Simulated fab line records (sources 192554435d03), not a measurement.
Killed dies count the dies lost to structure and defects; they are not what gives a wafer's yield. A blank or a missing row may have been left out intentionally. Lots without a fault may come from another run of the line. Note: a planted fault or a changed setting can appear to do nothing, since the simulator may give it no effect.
Lot-split experiment || flow n5 finfet || 21 wafers read across 7 lots, on a route 1938 steps long

## ABOUT THE SPLIT
At N5_HKMG_FIN_ETCH_86 (etches SOC in N2/H2, stops on TiN, target depth 393.2 nm), the setting target depth a was moved away from the recipe's 3932 angstrom on 8 of the 21 wafers read, by -9.5% to +5.0%. The other wafers ran this setting at the recipe's value.

The reading comes from the split's own step.

## THE READING
SOC_of_HKMG_FIN_COAT_85.thk nm (the simulator's own value, which no gauge read), in nm, at N5_HKMG_FIN_ETCH_86 (etches SOC in N2/H2, stops on TiN, target depth 393.2 nm). There is no usual value for it anywhere in the file. Here, 13 wafers ran the recipe; their average is 19.3 nm with a standard deviation of 1.5 nm.

{"wafer": "L079.1", "tool, chamber at the split": "rie diel-06, 3", "target depth a as run, angstrom": 3707, "against the recipe": "-5.7%", "SOC_of_HKMG_FIN_COAT_85.thk nm, nm": 33.6, "against lot-mates on the recipe": "+13.8"}
{"wafer": "L079.2", "tool, chamber at the split": "rie diel-06, 2", "target depth a as run, angstrom": 3932, "against the recipe": "recipe", "SOC_of_HKMG_FIN_COAT_85.thk nm, nm": 19.8, "against lot-mates on the recipe": "-"}
{"wafer": "L079.5", "tool, chamber at the split": "rie diel-06, 2", "target depth a as run, angstrom": 3932, "against the recipe": "recipe", "SOC_of_HKMG_FIN_COAT_85.thk nm, nm": 19.8, "against lot-mates on the recipe": "-"}
{"wafer": "L088.2", "tool, chamber at the split": "rie diel-05, 2", "target depth a as run, angstrom": 3932, "against the recipe": "recipe", "SOC_of_HKMG_FIN_COAT_85.thk nm, nm": 21.2, "against lot-mates on the recipe": "-"}
{"wafer": "L088.4", "tool, chamber at the split": "rie diel-05, 2", "target depth a as run, angstrom": 3558, "against the recipe": "-9.5%", "SOC_of_HKMG_FIN_COAT_85.thk nm, nm": 47.8, "against lot-mates on the recipe": "+26.6"}
{"wafer": "L088.6", "tool, chamber at the split": "rie diel-05, 1", "target depth a as run, angstrom": 3558, "against the recipe": "-9.5%", "SOC_of_HKMG_FIN_COAT_85.thk nm, nm": 44.4, "against lot-mates on the recipe": "+23.2"}
{"wafer": "L090.1", "tool, chamber at the split": "rie diel-05, 2", "target depth a as run, angstrom": 3932, "against the recipe": "recipe", "SOC_of_HKMG_FIN_COAT_85.thk nm, nm": 21, "against lot-mates on the recipe": "-"}
{"wafer": "L090.3", "tool, chamber at the split": "rie diel-05, 1", "target depth a as run, angstrom": 3932, "against the recipe": "recipe", "SOC_of_HKMG_FIN_COAT_85.thk nm, nm": 17.2, "against lot-mates on the recipe": "-"}
{"wafer": "L090.5", "tool, chamber at the split": "rie diel-05, 2", "target depth a as run, angstrom": 3793, "against the recipe": "-3.5%", "SOC_of_HKMG_FIN_COAT_85.thk nm, nm": 30.8, "against lot-mates on the recipe": "+11.7"}
{"wafer": "L092.1", "tool, chamber at the split": "rie diel-06, 1", "target depth a as run, angstrom": 3932, "against the recipe": "recipe", "SOC_of_HKMG_FIN_COAT_85.thk nm, nm": 18, "against lot-mates on the recipe": "-"}
{"wafer": "L092.2", "tool, chamber at the split": "rie diel-06, 2,0", "target depth a as run, angstrom": 4111, "against the recipe": "+4.6%", "SOC_of_HKMG_FIN_COAT_85.thk nm, nm": 8.6, "against lot-mates on the recipe": -9.4}
{"wafer": "L092.3", "tool, chamber at the split": "rie diel-06, 2,0", "target depth a as run, angstrom": 4111, "against the recipe": "+4.6%", "SOC_of_HKMG_FIN_COAT_85.thk nm, nm": 8.6, "against lot-mates on the recipe": -9.4}
{"wafer": "L094.1", "tool, chamber at the split": "rie diel-06, 0", "target depth a as run, angstrom": 3932, "against the recipe": "recipe", "SOC_of_HKMG_FIN_COAT_85.thk nm, nm": 20, "against lot-mates on the recipe": "-"}
{"wafer": "L094.6", "tool, chamber at the split": "rie diel-06, 0", "target depth a as run, angstrom": 3932, "against the recipe": "recipe", "SOC_of_HKMG_FIN_COAT_85.thk nm, nm": 20, "against lot-mates on the recipe": "-"}
{"wafer": "L094.4", "tool, chamber at the split": "rie diel-06, 3", "target depth a as run, angstrom": 3932, "against the recipe": "recipe", "SOC_of_HKMG_FIN_COAT_85.thk nm, nm": 18.2, "against lot-mates on the recipe": "-"}
{"wafer": "L095.1", "tool, chamber at the split": "rie diel-06, 2", "target depth a as run, angstrom": 3932, "against the recipe": "recipe", "SOC_of_HKMG_FIN_COAT_85.thk nm, nm": 20.8, "against lot-mates on the recipe": "-"}
{"wafer": "L095.2", "tool, chamber at the split": "rie diel-06, 0", "target depth a as run, angstrom": 3932, "against the recipe": "recipe", "SOC_of_HKMG_FIN_COAT_85.thk nm, nm": 20, "against lot-mates on the recipe": "-"}
{"wafer": "L095.6", "tool, chamber at the split": "rie diel-06, 3", "target depth a as run, angstrom": 3932, "against the recipe": "recipe", "SOC_of_HKMG_FIN_COAT_85.thk nm, nm": 18.2, "against lot-mates on the recipe": "-"}
{"wafer": "L096.1", "tool, chamber at the split": "rie diel-02, 2", "target depth a as run, angstrom": 4128, "against the recipe": "+5.0%", "SOC_of_HKMG_FIN_COAT_85.thk nm, nm": 8.6, "against lot-mates on the recipe": -7.8}
{"wafer": "L096.3", "tool, chamber at the split": "rie diel-02, 0", "target depth a as run, angstrom": 4128, "against the recipe": "+5.0%", "SOC_of_HKMG_FIN_COAT_85.thk nm, nm": 8.4, "against lot-mates on the recipe": -8.0}
{"wafer": "L096.6", "tool, chamber at the split": "rie diel-02, 1", "target depth a as run, angstrom": 3932, "against the recipe": "recipe", "SOC_of_HKMG_FIN_COAT_85.thk nm, nm": 16.4, "against lot-mates on the recipe": "-"}
Where a row lists several chambers, the file gives one row for several wafers and doesn't say which wafer went through which chamber.

FIT RESULTS
A straight line over all 21 wafers: SOC_of_HKMG_FIN_COAT_85.thk nm changes by -2.62 nm for each +1% of target depth a; r = -0.99; the points scatter about the line by 1.7 nm.
The same after taking each lot's own level away (the mean of its wafers on the recipe; 21 wafers): -2.36 nm for each +1%; r = -0.98; scatter 1.8 nm.
The reading moves by 22 nm for the largest change in target depth a, on that fit.
Measured against the standard deviation above, the lots' own levels, which go from 16.40 to 21.20 nm, span 3.3 times it.
So the lot-to-lot level changes the slope: the two fits differ.
Check: with one of the wafers moved furthest among these (-9.5%) left out of the fit, the line predicts +21.9 nm for it against its lot-mates. Against them it came out at +26.6 nm.

## OTHER SPLITS ON THESE WAFERS
Before the reading, these wafers also passed through other splits. Each is held against what the fit with the lots' levels taken away leaves over:
{"other split on the same wafers": "N5_FIN_SAQP_PECVD_48 time s", "wafers away from the commonest value": 8, "r with SOC_of_HKMG_FIN_COAT_85.thk nm (lot level and that fit taken away)": -0.01}
{"other split on the same wafers": "N5_FIN_SAQP_DEVELOP_15 develop time s", "wafers away from the commonest value": 2, "r with SOC_of_HKMG_FIN_COAT_85.thk nm (lot level and that fit taken away)": -0.09}
{"other split on the same wafers": "N5_FIN_CUT_EXPOSE_05 dose mj", "wafers away from the commonest value": 7, "r with SOC_of_HKMG_FIN_COAT_85.thk nm (lot level and that fit taken away)": "+0.46"}
{"other split on the same wafers": "N5_STI_FIN_REVEAL_ETCHBACK_08 time s", "wafers away from the commonest value": 8, "r with SOC_of_HKMG_FIN_COAT_85.thk nm (lot level and that fit taken away)": -0.14}
{"other split on the same wafers": "N5_STI_FIN_REVEAL_OXIDATION_31 time s", "wafers away from the commonest value": 7, "r with SOC_of_HKMG_FIN_COAT_85.thk nm (lot level and that fit taken away)": "+0.19"}
{"other split on the same wafers": "N5_DUMMY_GATE_ETCH_37 source w", "wafers away from the commonest value": 6, "r with SOC_of_HKMG_FIN_COAT_85.thk nm (lot level and that fit taken away)": -0.26}
{"other split on the same wafers": "N5_SDB_COAT_04 spin rpm", "wafers away from the commonest value": 4, "r with SOC_of_HKMG_FIN_COAT_85.thk nm (lot level and that fit taken away)": "+0.23"}
{"other split on the same wafers": "N5_HKMG_FIN_ETCH_58 source w", "wafers away from the commonest value": 4, "r with SOC_of_HKMG_FIN_COAT_85.thk nm (lot level and that fit taken away)": "+0.06"}

## FILE'S OWN FIT
SOC_of_HKMG_FIN_COAT_85.thk nm changes by -2.42 nm for each +1% of target depth a, r = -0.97.
